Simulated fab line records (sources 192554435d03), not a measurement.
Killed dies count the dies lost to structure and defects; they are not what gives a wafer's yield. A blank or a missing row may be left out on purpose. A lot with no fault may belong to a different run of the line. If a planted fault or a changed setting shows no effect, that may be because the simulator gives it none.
fab line records ; flow n5Finfet
[record] lots = 7; wafers = 39
route steps=1938 shown FIN_SAQP@102 SD_EPI_N@273 HKMG_FIN@386 MOL_CONTACT_COAG@547 BEOL_M1@754 BEOL_M2@841
startH: hours from the record's first day to the start of the lot's first wafer shown ; waitH: hours from the lot's prior step to this one ; " the same as in the row above ; L1.1+2: a row that stands for several wafers ; - value missing, or start not given ; * or withheld: withheld ; < > ~ a bound
route shown NAME@n: a module of which the file shows steps, and the number in the route of the first ; usual: average and standard deviation across the fault-free wafers ; same: alike in all rows ; chamber/n: place in a boat ; sites: per-site readings ; _std_site: standard deviation across them ; _edge_site: mean of outer sites minus mean of inner sites ; radiusMm: how far each site lies from the wafer's centre ; mask NAME#n: copy n ; behind: the last tool/chamber to shape the wafer ; hold: reason for holding the lot/hours on hold/outcome of the hold ; device: whichever transistor did not switch (one of n, p or np) ; end of line: the route-end tests of the same wafers ; a step without rows: its recipe alone ; killed: at the first sort, the dies lost to defects and structure; wafer yield is something else ; map: a wafer's dies, marking killed ones x, the rest . and places with no die _
set.NAME: the setting the step ran with; set.NAME@STEP: the setting that earlier step ran with ; model.NAME: the simulator's own value behind a step, which no gauge read
lots with deliberately changed settings; one table per step, one row per wafer
[[steps]]
[step N5_FIN_SAQP_HM_DEP_72]
[recipe] material = SiO2; targetThkA = 120; tempC = 400; precursor = SiH4/N2O; pressureTorr = 0.75; rfW = 275; timeS = 7.2
lot.wafer;tool;chamber;startH;waitH;set.targetThkA;model.SiO2_of_FIN_SAQP_HM_DEP_72.thkNm
L079.1;pecvd-01;0;51.02;0.0;53.02;5.243
L079.2;pecvd-01;2;51.02;0.0;120;11.98
L079.3;pecvd-01;1;51.02;0.0;120;11.97
L079.4;pecvd-01;2;51.02;0.0;53.02;5.442
L079.5;pecvd-01;0;51.02;0.0;120;12.09
L079.6;pecvd-01;1;51.02;0.0;53.02;5.452
L080.1;pecvd-03;2;56.95;0.0;138.3;13.78
L080.2;pecvd-03;0;56.95;0.0;138.3;13.66
L080.3;pecvd-03;1;56.95;0.0;138.3;13.84
L080.4;pecvd-03;2;56.95;0.0;120;12.04
L080.5;pecvd-03;1;56.95;0.0;120;12.23
L080.6;pecvd-03;0;56.95;0.0;120;11.87
L082.1;pecvd-01;2;69.44;0.0;120;12.18
L082.2;pecvd-01;0;69.44;0.0;120;11.89
L082.3;pecvd-01;2;69.44;0.0;120;12.33
L082.4;pecvd-01;0;69.44;0.0;120;12.28
L082.5;pecvd-01;2;69.44;0.0;120;12.24
L082.6;pecvd-01;0;69.44;0.0;120;12.21
L085.1;pecvd-02;0;87.27;0.0;54.68;5.52
L085.2;pecvd-02;1;87.27;0.0;54.68;5.501
L085.3;pecvd-02;2;87.27;0.0;120;11.82
L085.4;pecvd-02;1;87.27;0.0;120;12.2
L085.5;pecvd-02;0;87.27;0.0;54.68;5.568
L085.6;pecvd-02;2;87.27;0.0;120;12.43
L086.1;pecvd-02;2;93.28;0.0;120;12.09
L086.2;pecvd-02;0;93.28;0.0;120;12.02
L086.4;pecvd-02;2;93.28;0.0;120;12.17
L090.1;pecvd-01;1;117.87;0.0;120;11.89
L090.2;pecvd-01;0;117.87;0.0;120;11.94
L090.3;pecvd-01;2;117.87;0.0;88.88;8.769
L090.4;pecvd-01;2;117.87;0.0;88.88;8.979
L090.5;pecvd-01;0;117.87;0.0;88.88;8.912
L090.6;pecvd-01;1;117.87;0.0;120;12.1
L094.1;pecvd-02;2;141.03;0.0;120;12.01
L094.2;pecvd-02;1;141.03;0.0;120;11.81
L094.3;pecvd-02;0;141.03;0.0;120;11.8
L094.4;pecvd-02;0;141.03;0.0;120;12.14
L094.5;pecvd-02;2;141.03;0.0;120;12.12
L094.6;pecvd-02;1;141.03;0.0;120;12.15
[step N5_FIN_SAQP_COAT_49]
[recipe] resist = SOC; tempC = 250; timeS = 60; spinRpm = 1500; resistThkNm = 100
[step N5_FIN_SAQP_COAT_50]
[recipe] resist = SiARC; tempC = 220; timeS = 60; spinRpm = 1500; resistThkNm = 35
[step N5_FIN_SAQP_ETCH_52]
[recipe] chemistry = N2/H2; target = SOC; targetDepthA = 1000; overetchA = 200; maskMaterial = SiARC; tempC = 40; timeS = 150; ionEnergyEv = 200; pressureMtorr = 30; sourceW = 840; biasW = 150; n2FlowSccm = 200; h2FlowSccm = 200; ends = endPoint
[step N5_FIN_SAQP_STRIP_53]
[recipe] chemistry = N2/H2; tempC = 40; n2FlowSccm = 200; h2FlowSccm = 200; rfFrequencyHz = 6e+07
[step N5_FIN_SAQP_HM_OPEN_73]
[recipe] chemistry = CHF3/O2; target = SiO2; stopOn = a-Si; targetDepthA = 120; overEtchFrac = 1.8; maskMaterial = SOC; timeS = 16.8; pressureMtorr = 30; sourceW = 650; biasW = 170; Ar_flow_sccm = 200; CHF3_flow_sccm = 50; O2_flow_sccm = 5; ionEnergyEv = 200; ends = endPoint
lot.wafer;tool;chamber;startH;waitH;set.targetThkA@FIN_SAQP_HM_DEP_72;model.etch.depthNm
L079.1;rieDiel-03;3;51.76;0.0;53.02;5.243
L079.2;rieDiel-03;2;51.76;0.0;120;11.98
L079.3;rieDiel-03;0;51.76;0.0;120;11.97
L079.4;rieDiel-03;1;51.76;0.0;53.02;5.442
L079.5;rieDiel-03;0;51.76;0.0;120;12.09
L079.6;rieDiel-03;3;51.76;0.0;53.02;5.452
L080.1;rieDiel-03;0;57.73;0.0;138.3;13.78
L080.2;rieDiel-03;1;57.73;0.0;138.3;13.66
L080.3;rieDiel-03;2;57.73;0.0;138.3;13.84
L080.4;rieDiel-03;3;57.73;0.0;120;12.04
L080.5;rieDiel-03;1;57.73;0.0;120;12.23
L080.6;rieDiel-03;0;57.73;0.0;120;11.87
L082.1;rieDiel-04;2;70.20;0.0;120;12.18
L082.2;rieDiel-04;0;70.20;0.0;120;11.89
L082.3;rieDiel-04;3;70.20;0.0;120;12.33
L082.4;rieDiel-04;1;70.20;0.0;120;12.28
L082.5;rieDiel-04;1;70.20;0.0;120;12.24
L082.6;rieDiel-04;0;70.20;0.0;120;12.21
L085.1;rieDiel-04;1;88.02;0.0;54.68;5.52
L085.2;rieDiel-04;3;88.02;0.0;54.68;5.501
L085.3;rieDiel-04;2;88.02;0.0;120;11.82
L085.4;rieDiel-04;0;88.02;0.0;120;12.2
L085.5;rieDiel-04;2;88.02;0.0;54.68;5.568
L085.6;rieDiel-04;3;88.02;0.0;120;12.43
L086.1;rieDiel-05;1;94.03;0.0;120;12.09
L086.2;rieDiel-05;0;94.03;0.0;120;12.02
L086.4;rieDiel-05;2;94.03;0.0;120;12.17
L090.1;rieDiel-05;3;118.77;0.0;120;11.89
L090.2;rieDiel-05;2;118.77;0.0;120;11.94
L090.3;rieDiel-05;1;118.77;0.0;88.88;8.769
L090.4;rieDiel-05;0;118.77;0.0;88.88;8.979
L090.5;rieDiel-05;3;118.77;0.0;88.88;8.912
L090.6;rieDiel-05;2;118.77;0.0;120;12.1
L094.1;rieDiel-05;3;141.67;0.0;120;12.01
L094.2;rieDiel-05;2;141.67;0.0;120;11.81
L094.3;rieDiel-05;0;141.67;0.0;120;11.8
L094.4;rieDiel-05;1;141.67;0.0;120;12.14
L094.5;rieDiel-05;3;141.67;0.0;120;12.12
L094.6;rieDiel-05;2;141.67;0.0;120;12.15
[step N5_SD_EPI_N_DESCUM_14]
[recipe] chemistry = O2; timeS = 7.9; sourcePowerW = 50; biasPowerW = 20; pressureMtorr = 20; rfFrequencyHz = 2.712e+07; tempC = 40; resist = CAR-ArF-block; o2FlowSccm = 225
lot.wafer;tool;chamber;startH;waitH;set.timeS;model.CAR-ArF-block_of_SD_EPI_N_COAT_03.thkNm
L079.1;rieDiel-05;0;78.62;0.0;4.816;147
L079.2;rieDiel-05;1;78.62;0.0;7.9;144.4
L079.3;rieDiel-05;2;78.62;0.0;7.9;145
L079.4;rieDiel-05;3;78.62;0.0;7.9;144.6
L079.5;rieDiel-05;2;78.62;0.0;4.816;146.8
L079.6;rieDiel-05;3;78.62;0.0;4.816;146.4
L080.1+3+5;rieDiel-03;1,3,2;83.01;0.1;6.457;144.8
L080.2;rieDiel-03;2;83.01;0.1;7.9;143.8
L080.4;rieDiel-03;0;83.01;0.1;7.9;143.6
L080.6;rieDiel-03;1;83.01;0.1;7.9;144
L082.1;rieDiel-03;0;103.07;0.1;7.9;143.2
L082.2+4;rieDiel-03;1,3;103.07;0.1;7.9;143.6
L082.3+5;rieDiel-03;2,3;103.07;0.1;7.9;143.8
L082.6;rieDiel-03;2;103.07;0.1;7.9;144
L085.1;rieDiel-03;0;116.19;0.0;7.9;144.2
L085.2+3;rieDiel-03;1,2;116.19;0.0;7.9;144.4
L085.4;rieDiel-03;3;116.19;0.0;4.01;146.4
L085.5+6;rieDiel-03;2,3;116.19;0.0;4.01;146.2
L086.1;rieDiel-04;2;123.41;0.4;7.9;143.8
L086.2;rieDiel-04;0;123.41;0.4;7.9;144.2
L086.4;rieDiel-04;3;123.41;0.4;7.9;144
L090.1+4;rieDiel-04;0,2;144.96;0.1;7.9;143.4
L090.2;rieDiel-04;2;144.96;0.1;6.313;144
L090.3;rieDiel-04;1;144.96;0.1;6.313;144.2
L090.5;rieDiel-04;0;144.96;0.1;6.313;143.8
L090.6;rieDiel-04;1;144.96;0.1;7.9;143
L094.1+2;rieDiel-03;3,2;168.19;0.1;11.58;141.6
L094.3;rieDiel-03;0;168.19;0.1;11.58;141.8
L094.4+5+6;rieDiel-03;3,2,0;168.19;0.1;7.9;143.8
[step N5_HKMG_FIN_HK_ALD_01]
[recipe] material = HfO2; targetThkA = 16; tempC = withheld; aldPrecursorFamily = HfCl4; aldCoReactant = H2O; pulseTimeS = 3; purgeTimeS = 3; coReactantPurgeTimeS = 2.5; coReactantPulseTimeS = 0.3; aldCycles = 30
lot.wafer;tool;chamber;startH;waitH;set.aldCycles;model.HfO2_of_HKMG_FIN_HK_ALD_01.thkNm
L079.1+2+3+4+5+6;aldHk-03;2,3,1,0,0,1;100.43;0.0;30;1.6
L080.1+4+5;aldHk-03;2,3,0;103.90;0.0;42;2.2
L080.2+3+6;aldHk-03;1,0,3;103.90;0.0;30;1.6
L082.1+2+3;aldHk-03;0,1,3;123.51;0.0;39;2
L082.4+5+6;aldHk-03;2,2,1;123.51;0.0;30;1.6
L085.1+5+6;aldHk-02;3,3,2;138.20;0.0;16;0.8
L085.2+3+4;aldHk-02;2,1,0;138.20;0.0;30;1.6
L086.1+2+4;aldHk-01;3,2,1;145.35;0.0;30;1.6
L090.1+2+3+4+5+6;aldHk-02;1,3,2,0,1,2;165.43;0.0;30;1.6
L094.1+2+5;aldHk-01;2,3,0;190.40;0.0;41;2.2
L094.3+4+6;aldHk-01;0,1,1;190.40;0.0;30;1.6
[step N5_HKMG_FIN_HK_ANNEAL_02]
[recipe] tempC = 700; timeS = 30; ambient = N2; idleTempC = 600; rampUpCPerS = 150; rampDownCPerS = 60; coolToC = 600
[step N5_HKMG_FIN_ALD_74]
[recipe] material = La2O3; targetThkA = 5; tempC = 250; aldPrecursorFamily = La-Cp; aldCoReactant = O3; pulseTimeS = 6; coReactantPulseTimeS = 1; purgeTimeS = 3; coReactantPurgeTimeS = 3
[step N5_HKMG_FIN_WET_ETCH_82]
[recipe] chemistry = dHCl; mix = 1:10000; tempC = 25; target = La2O3; stopOn = HfO2; targetDepthNm = 2; dry = ipaMarangoni; rinseTimeS = 30; rinseTempC = 23
[step N5_HKMG_FIN_ALD_36]
[recipe] material = TiN; targetThkA = 10; tempC = 400; aldPrecursorFamily = TiCl4; aldCoReactant = NH3; pulseTimeS = 1; purgeTimeS = 3; coReactantPurgeTimeS = 2; coReactantPulseTimeS = 2; aldCycles = 47; pressureTorr = 3
[step N5_HKMG_FIN_THK_MEAS_70]
[recipe] thkMeasGauge = xrf; reads = HfO2_of_HKMG_FIN_HK_ALD_01
[usual] HK_THK = 1.601/0.02
lot.wafer;tool;chamber;startH;waitH;set.aldCycles@HKMG_FIN_HK_ALD_01;HK_THK[nm]
L079.1;filmMetro-02;-;103.91;0.2;30;1.624
L079.2;filmMetro-02;-;103.91;0.2;30;1.618
L079.3;filmMetro-02;-;103.91;0.2;30;1.596
L079.4;filmMetro-02;-;103.91;0.2;30;1.629
L079.5;filmMetro-02;-;103.91;0.2;30;1.622
L079.6;filmMetro-02;-;103.91;0.2;30;1.631
L080.1;filmMetro-01;-;107.49;0.2;42;2.214
L080.2;filmMetro-01;-;107.49;0.2;30;1.594
L080.3;filmMetro-01;-;107.49;0.2;30;1.578
L080.4;filmMetro-01;-;107.49;0.2;42;2.231
L080.5;filmMetro-01;-;107.49;0.2;42;2.230
L080.6;filmMetro-01;-;107.49;0.2;30;1.587
L082.1;filmMetro-01;-;127.10;0.2;39;2.074
L082.2;filmMetro-01;-;127.10;0.2;39;2.085
L082.3;filmMetro-01;-;127.10;0.2;39;2.061
L082.4;filmMetro-01;-;127.10;0.2;30;1.583
L082.5;filmMetro-01;-;127.10;0.2;30;1.593
L082.6;filmMetro-01;-;127.10;0.2;30;1.587
L085.1;filmMetro-02;-;141.51;0.2;16;0.865
L085.2;filmMetro-02;-;141.51;0.2;30;1.599
L085.3;filmMetro-02;-;141.51;0.2;30;1.671
L085.4;filmMetro-02;-;141.51;0.2;30;1.598
L085.5;filmMetro-02;-;141.51;0.2;16;0.871
L085.6;filmMetro-02;-;141.51;0.2;16;0.851
L086.1;filmMetro-02;-;149.02;0.2;30;1.604
L086.2;filmMetro-02;-;149.02;0.2;30;1.578
L086.4;filmMetro-02;-;149.02;0.2;30;1.622
L090.1;filmMetro-01;-;169.74;0.2;30;1.612
L090.2;filmMetro-01;-;169.74;0.2;30;1.618
L090.3;filmMetro-01;-;169.74;0.2;30;1.604
L090.4;filmMetro-01;-;169.74;0.2;30;1.601
L090.5;filmMetro-01;-;169.74;0.2;30;1.614
L090.6;filmMetro-01;-;169.74;0.2;30;1.603
L094.1;filmMetro-02;-;194.43;0.2;41;2.245
L094.2;filmMetro-02;-;194.43;0.2;41;2.200
L094.3;filmMetro-02;-;194.43;0.2;30;1.628
L094.4;filmMetro-02;-;194.43;0.2;30;1.616
L094.5;filmMetro-02;-;194.43;0.2;41;2.213
L094.6;filmMetro-02;-;194.43;0.2;30;1.609
[step N5_MOL_CONTACT_COAG_SPUTTER_143]
[recipe] material = Co; targetThkA = 25; tempC = 25; chamberPressurePa = 0.2
lot.wafer;tool;chamber;startH;waitH;set.targetThkA;model.Co_of_MOL_CONTACT_COAG_SPUTTER_143.thkNm
L080.1+2+6;pvdSputter-03;-;123.48;0.0;38.89;4
L080.3+4+5;pvdSputter-03;-;123.48;0.0;25;2.6
L079.1+6;pvdSputter-03;-;126.02;0.0;21.11;2
L079.2+4+5;pvdSputter-03;-;126.02;0.0;25;2.4
L079.3;pvdSputter-03;-;126.02;0.0;21.11;2.2
L082.1+3+6;pvdSputter-03;-;145.20;0.0;25;2.4
L082.2+4+5;pvdSputter-03;-;145.20;0.0;18.72;1.8
L085.1+3+6;pvdSputter-02;-;160.61;0.0;25;2.6
L085.2;pvdSputter-02;-;160.61;0.0;12.23;1.4
L085.4+5;pvdSputter-02;-;160.61;0.0;12.23;1.2
L086.1+2+4;pvdSputter-02;-;167.54;0.0;25;2.6
L090.1+3+4+5+6;pvdSputter-01;-;186.86;0.0;25;2.6
L090.2;pvdSputter-01;-;186.86;0.0;25;2.8
L094.1+2+3+4+6;pvdSputter-03;-;209.55;0.0;25;2.4
L094.5;pvdSputter-03;-;209.55;0.0;25;2.6
[step N5_BEOL_M1_HM_DEP_02]
[recipe] material = TiN; targetThkA = 200; tempC = 25; chamberPressurePa = 0.49996
lot.wafer;tool;chamber;startH;waitH;set.targetThkA;model.TiN_of_BEOL_M1_HM_DEP_02.thkNm
L080.1+2;pvdSputter-03;-;152.81;0.2;200;20
L080.3+5;pvdSputter-03;-;152.81;0.2;255.3;25.6
L080.4;pvdSputter-03;-;152.81;0.2;200;20.2
L080.6;pvdSputter-03;-;152.81;0.2;255.3;25.8
L079.1;pvdSputter-01;-;160.10;3.2;168.8;17
L079.2+4+6;pvdSputter-01;-;160.10;3.2;200;20
L079.3+5;pvdSputter-01;-;160.10;3.2;168.8;16.4
L082.1;pvdSputter-01;-;174.33;1.6;101;9.6
L082.2;pvdSputter-01;-;174.33;1.6;200;19.8
L082.3+6;pvdSputter-01;-;174.33;1.6;200;20
L082.4;pvdSputter-01;-;174.33;1.6;101;10
L082.5;pvdSputter-01;-;174.33;1.6;101;9.8
L085.1+3+4+5;pvdSputter-03;-;190.31;0.2;200;20
L085.2;pvdSputter-03;-;190.31;0.2;200;20.2
L085.6;pvdSputter-03;-;190.31;0.2;200;19.8
L086.1;pvdSputter-01;-;196.95;2.5;200;20.4
L086.2;pvdSputter-01;-;196.95;2.5;200;20
L086.4;pvdSputter-01;-;196.95;2.5;200;20.6
L090.1+2;pvdSputter-01;-;216.44;1.9;84.41;8.4
L090.3;pvdSputter-01;-;216.44;1.9;84.41;8
L090.4;pvdSputter-01;-;216.44;1.9;200;19.8
L090.5;pvdSputter-01;-;216.44;1.9;200;19.6
L090.6;pvdSputter-01;-;216.44;1.9;200;20
L094.1;pvdSputter-02;-;237.67;1.0;200;20.2
L094.2+3;pvdSputter-02;-;237.67;1.0;163;16.4
L094.4+6;pvdSputter-02;-;237.67;1.0;200;20
L094.5;pvdSputter-02;-;237.67;1.0;163;16.2
[step N5_BEOL_M1_COAT_61]
[recipe] resist = SOC; tempC = 250; timeS = 60; spinRpm = 1500; resistThkNm = 60
[step N5_BEOL_M1_COAT_62]
[recipe] resist = SiARC; tempC = 220; timeS = 60; spinRpm = 1500; resistThkNm = 12
[step N5_BEOL_M1_STRIP_75]
[recipe] chemistry = N2/H2; tempC = 40; n2FlowSccm = 200; h2FlowSccm = 200; rfFrequencyHz = 6e+07
[step N5_BEOL_M1_STRIP_66]
[recipe] chemistry = CF4; resist = SiARC; powerW = 300; biasPowerW = 75; pressureMtorr = 50; cf4FlowSccm = 150; rfFrequencyHz = 6e+07
[step N5_BEOL_M1_HM_OPEN_17]
[recipe] chemistry = Cl2/BCl3; targetDepthA = 200; overetchA = 60; target = TiN; maskMaterial = SOC; ionEnergyEv = 150; pressureMtorr = 10; icpW = 1000; biasW = 126; Cl2_flow_sccm = 53.25; bcl3FlowSccm = 21.75; Ar_flow_sccm = 25
lot.wafer;tool;chamber;startH;waitH;set.targetThkA@BEOL_M1_HM_DEP_02;model.etch.depthNm
L080.1;rieMetal-03;0;153.60;0.0;200;19.99
L080.2;rieMetal-03;1;153.60;0.0;200;19.92
L080.3;rieMetal-03;0;153.60;0.0;255.3;25.68
L080.4;rieMetal-03;1;153.60;0.0;200;20.15
L080.5;rieMetal-03;1;153.60;0.0;255.3;25.52
L080.6;rieMetal-03;0;153.60;0.0;255.3;25.73
L079.1;rieMetal-01;1;160.92;0.0;168.8;16.97
L079.2;rieMetal-01;0;160.92;0.0;200;20.02
L079.3;rieMetal-01;1;160.92;0.0;168.8;16.49
L079.4;rieMetal-01;0;160.92;0.0;200;20.09
L079.5;rieMetal-01;1;160.92;0.0;168.8;16.41
L079.6;rieMetal-01;0;160.92;0.0;200;19.93
L082.1;rieMetal-01;1;175.09;0.0;101;9.646
L082.2;rieMetal-01;1;175.09;0.0;200;19.75
L082.3;rieMetal-01;1;175.09;0.0;200;20.08
L082.4;rieMetal-01;1;175.09;0.0;101;10.1
L082.5;rieMetal-01;1;175.09;0.0;101;9.867
L082.6;rieMetal-01;1;175.09;0.0;200;19.93
L085.1+5;rieMetal-02;0;191.17;0.0;200;20.06
L085.2;rieMetal-02;1;191.17;0.0;200;20.12
L085.3;rieMetal-02;1;191.17;0.0;200;20.04
L085.4;rieMetal-02;0;191.17;0.0;200;19.97
L085.6;rieMetal-02;1;191.17;0.0;200;19.79
L086.1;rieMetal-01;1;197.83;0.0;200;20.43
L086.2;rieMetal-01;0;197.83;0.0;200;19.94
L086.4;rieMetal-01;0;197.83;0.0;200;20.51
L090.1;rieMetal-02;1;217.73;0.0;84.41;8.337
L090.2;rieMetal-02;0;217.73;0.0;84.41;8.413
L090.3;rieMetal-02;1;217.73;0.0;84.41;8.062
L090.4;rieMetal-02;0;217.73;0.0;200;19.89
L090.5;rieMetal-02;1;217.73;0.0;200;19.68
L090.6;rieMetal-02;0;217.73;0.0;200;19.92
L094.1;rieMetal-03;1;238.46;0.0;200;20.14
L094.2;rieMetal-03;0;238.46;0.0;163;16.34
L094.3;rieMetal-03;0;238.46;0.0;163;16.35
L094.4;rieMetal-03;1;238.46;0.0;200;19.9
L094.5;rieMetal-03;1;238.46;0.0;163;16.15
L094.6;rieMetal-03;0;238.46;0.0;200;20.04
[step N5_BEOL_M2_ILD_DEP_00]
[recipe] material = SiOC; targetThkA = 790; tempC = 350; precursor = DEMS/O2; pressureTorr = 5; rfW = 500; timeS = 15.3
lot.wafer;tool;chamber;startH;waitH;set.targetThkA;model.SiOC_of_BEOL_M2_ILD_DEP_00.thkNm
L080.1+3;pecvd-03;0,2;164.60;0.0;790;78
L080.2;pecvd-03;1;164.60;0.0;790;77.6
L080.4;pecvd-03;1;164.60;0.0;790;78.6
L080.5;pecvd-03;0;164.60;0.0;790;79
L080.6;pecvd-03;2;164.60;0.0;790;79.2
L079.1+2;pecvd-03;0,2;169.17;0.0;406.9;40.8
L079.3;pecvd-03;1;169.17;0.0;406.9;40.2
L079.4+5;pecvd-03;0,1;169.17;0.0;790;79.4
L079.6;pecvd-03;2;169.17;0.0;790;80.2
L082.1+5;pecvd-02;0,1;183.79;0.0;1198;118.6
L082.2;pecvd-02;1;183.79;0.0;790;77.4
L082.3;pecvd-02;2;183.79;0.0;790;77.8
L082.4;pecvd-02;2;183.79;0.0;790;79
L082.6;pecvd-02;0;183.79;0.0;1198;120
L085.1;pecvd-02;1;202.67;0.0;389.3;38.6
L085.2;pecvd-02;0;202.67;0.0;790;78.4
L085.3;pecvd-02;2;202.67;0.0;389.3;39.2
L085.4;pecvd-02;0;202.67;0.0;389.3;40.4
L085.5;pecvd-02;2;202.67;0.0;790;80.4
L085.6;pecvd-02;1;202.67;0.0;790;79.2
L086.1;pecvd-03;0;205.48;0.0;790;79.8
L086.2;pecvd-03;1;205.48;0.0;790;78.8
L086.4;pecvd-03;0;205.48;0.0;790;80.6
L090.1+3;pecvd-02;2,1;232.36;0.0;790;78.6
L090.2;pecvd-02;0;232.36;0.0;1155;115.2
L090.4;pecvd-02;0;232.36;0.0;1155;116.6
L090.5;pecvd-02;2;232.36;0.0;1155;115.6
L090.6;pecvd-02;1;232.36;0.0;790;80
L094.1+2;pecvd-02;2,0;244.84;0.0;790;78.2
L094.3;pecvd-02;1;244.84;0.0;324;31.8
L094.4;pecvd-02;1;244.84;0.0;324;32
L094.5;pecvd-02;2;244.84;0.0;324;33.2
L094.6;pecvd-02;0;244.84;0.0;790;79.4
[step N5_BEOL_M2_THK_MEAS_01]
[recipe] reads = SiOC_of_BEOL_M2_ILD_DEP_00
[usual] M2_ILD_THK = 78.9/0.85
lot.wafer;tool;chamber;startH;waitH;set.targetThkA@BEOL_M2_ILD_DEP_00;M2_ILD_THK[nm]
L080.1;filmMetro-01;-;164.67;0.0;790;78.0
L080.2;filmMetro-01;-;164.67;0.0;790;77.6
L080.3;filmMetro-01;-;164.67;0.0;790;78.0
L080.4;filmMetro-01;-;164.67;0.0;790;78.7
L080.5;filmMetro-01;-;164.67;0.0;790;79.0
L080.6;filmMetro-01;-;164.67;0.0;790;79.2
L079.1;filmMetro-02;-;169.23;0.0;406.9;40.7
L079.2;filmMetro-02;-;169.23;0.0;406.9;40.7
L079.3;filmMetro-02;-;169.23;0.0;406.9;40.4
L079.4;filmMetro-02;-;169.23;0.0;790;79.4
L079.5;filmMetro-02;-;169.23;0.0;790;79.3
L079.6;filmMetro-02;-;169.23;0.0;790;80.1
L082.1;filmMetro-01;-;183.86;0.0;1198;118.6
L082.2;filmMetro-01;-;183.86;0.0;790;77.4
L082.3;filmMetro-01;-;183.86;0.0;790;77.8
L082.4;filmMetro-01;-;183.86;0.0;790;79.1
L082.5;filmMetro-01;-;183.86;0.0;1198;118.7
L082.6;filmMetro-01;-;183.86;0.0;1198;119.9
L085.1;filmMetro-01;-;202.74;0.0;389.3;38.7
L085.2;filmMetro-01;-;202.74;0.0;790;78.4
L085.3;filmMetro-01;-;202.74;0.0;389.3;39.2
L085.4;filmMetro-01;-;202.74;0.0;389.3;40.4
L085.5;filmMetro-01;-;202.74;0.0;790;80.4
L085.6;filmMetro-01;-;202.74;0.0;790;79.3
L086.1;filmMetro-02;-;205.56;0.1;790;79.8
L086.2;filmMetro-02;-;205.56;0.1;790;78.7
L086.4;filmMetro-02;-;205.56;0.1;790;80.7
L090.1;filmMetro-01;-;232.43;0.0;790;78.7
L090.2;filmMetro-01;-;232.43;0.0;1155;115.1
L090.3;filmMetro-01;-;232.43;0.0;790;78.6
L090.4;filmMetro-01;-;232.43;0.0;1155;116.6
L090.5;filmMetro-01;-;232.43;0.0;1155;115.5
L090.6;filmMetro-01;-;232.43;0.0;790;80.0
L094.1;filmMetro-01;-;244.90;0.0;790;78.1
L094.2;filmMetro-01;-;244.90;0.0;790;78.2
L094.3;filmMetro-01;-;244.90;0.0;324;31.8
L094.4;filmMetro-01;-;244.90;0.0;324;31.9
L094.5;filmMetro-01;-;244.90;0.0;324;33.4
L094.6;filmMetro-01;-;244.90;0.0;790;79.4
[[key]]
[split] step = N5_FIN_SAQP_HM_DEP_72; setting = targetThkA; stated = 120; by = wafer
[response] step = N5_FIN_SAQP_HM_DEP_72; reading = model.SiO2_of_FIN_SAQP_HM_DEP_72.thkNm; change = +0.12; per = 1%; r = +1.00
[response] step = N5_FIN_SAQP_HM_OPEN_73; reading = model.etch.depthNm; change = +0.12; per = 1%; r = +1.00
[split] step = N5_SD_EPI_N_DESCUM_14; setting = timeS; stated = 7.9; by = wafer
[response] step = N5_SD_EPI_N_DESCUM_14; reading = model.CAR-ArF-block_of_SD_EPI_N_COAT_03.thkNm; change = -0.045; per = 1%; r = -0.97
[split] step = N5_HKMG_FIN_HK_ALD_01; setting = aldCycles; stated = 30; by = wafer
[response] step = N5_HKMG_FIN_HK_ALD_01; reading = model.HfO2_of_HKMG_FIN_HK_ALD_01.thkNm; change = +0.0158; per = 1%; r = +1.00
[response] step = N5_HKMG_FIN_THK_MEAS_70; reading = HK_THK; change = +0.0162; per = 1%; r = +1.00
[split] step = N5_MOL_CONTACT_COAG_SPUTTER_143; setting = targetThkA; stated = 25; by = wafer
[response] step = N5_MOL_CONTACT_COAG_SPUTTER_143; reading = model.Co_of_MOL_CONTACT_COAG_SPUTTER_143.thkNm; change = +0.0253; per = 1%; r = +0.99
[split] step = N5_BEOL_M1_HM_DEP_02; setting = targetThkA; stated = 200; by = wafer
[response] step = N5_BEOL_M1_HM_DEP_02; reading = model.TiN_of_BEOL_M1_HM_DEP_02.thkNm; change = +0.202; per = 1%; r = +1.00
[response] step = N5_BEOL_M1_HM_OPEN_17; reading = model.etch.depthNm; change = +0.202; per = 1%; r = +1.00
[split] step = N5_BEOL_M2_ILD_DEP_00; setting = targetThkA; stated = 790; by = wafer
[response] step = N5_BEOL_M2_ILD_DEP_00; reading = model.SiOC_of_BEOL_M2_ILD_DEP_00.thkNm; change = +0.792; per = 1%; r = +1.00
[response] step = N5_BEOL_M2_THK_MEAS_01; reading = M2_ILD_THK; change = +0.791; per = 1%; r = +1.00
